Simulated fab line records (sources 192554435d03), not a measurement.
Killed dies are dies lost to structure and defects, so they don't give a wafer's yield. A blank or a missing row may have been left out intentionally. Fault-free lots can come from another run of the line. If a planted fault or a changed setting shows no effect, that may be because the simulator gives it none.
Chamber matching	flow n5Finfet	cmp-03 running N5_GATE_CUT_CMP_43: 4 sister chambers
The step polishes SiO2. 18 wafers are shown with their chamber, then 9 later ones without.

## WAFERS, EACH WITH ITS CHAMBER
wafer	chamber	motorCurrentA (A)
L074.1	3	13.8
L074.2	2	14.1
L074.3	1	14.4
L080.1	2	14.7
L080.4	0	11.2
L080.6	2	15.0
L081.1	0	11.2
L081.2	1	13.6
L081.5	0	10.9
L086.1	3	14.0
L086.2	0	11.5
L086.4	1	13.2
L088.2	3	14.4
L088.5	3	12.9
L088.6	2	14.4
L091.1	0	11.2
L091.3	3	14.5
L091.4	2	14.1

SIGNATURES (means of the wafers above)
reading	chamber 0	chamber 1	chamber 2	chamber 3	scatter within a chamber
motorCurrentA	11.200	13.733	14.460	13.920	0.476
Rule: for a wafer and a chamber, the distance is found by dividing, reading by reading, the gap between the wafer's reading and the chamber's mean by the reading's scatter, squaring, summing and taking the root. The wafer belongs to the nearest chamber; if the next one is less than 2 further off, it can't be placed. The scatter: take each reading less its chamber's mean, square it, sum over the shown wafers, divide by the number of wafers less the number of chambers, and take the root.

## WAFERS WITH NO CHAMBER GIVEN
wafer	motorCurrentA (A)
L093.1	11.0
L093.2	13.0
L093.3	14.4
L094.4	13.7
L094.5	14.4
L094.6	13.0
L095.2	14.0
L095.4	14.5
L095.5	14.4

## WHICH CHAMBER EACH WENT THROUGH
wafer	from the rows above	in truth
L093.1	0	0
L093.2	can't be placed: 1 or 3 or 2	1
L093.3	can't be placed: 2 or 3 or 1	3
L094.4	can't be placed: 1 or 3 or 2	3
L094.5	can't be placed: 2 or 3 or 1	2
L094.6	can't be placed: 1 or 3 or 2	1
L095.2	can't be placed: 3 or 1 or 2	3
L095.4	can't be placed: 2 or 3 or 1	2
L095.5	can't be placed: 2 or 3 or 1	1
Placed correctly: 1 of 9. Can't be placed from these rows: 8 (the true chamber is among the candidates in 8). Wrongly placed: 0.
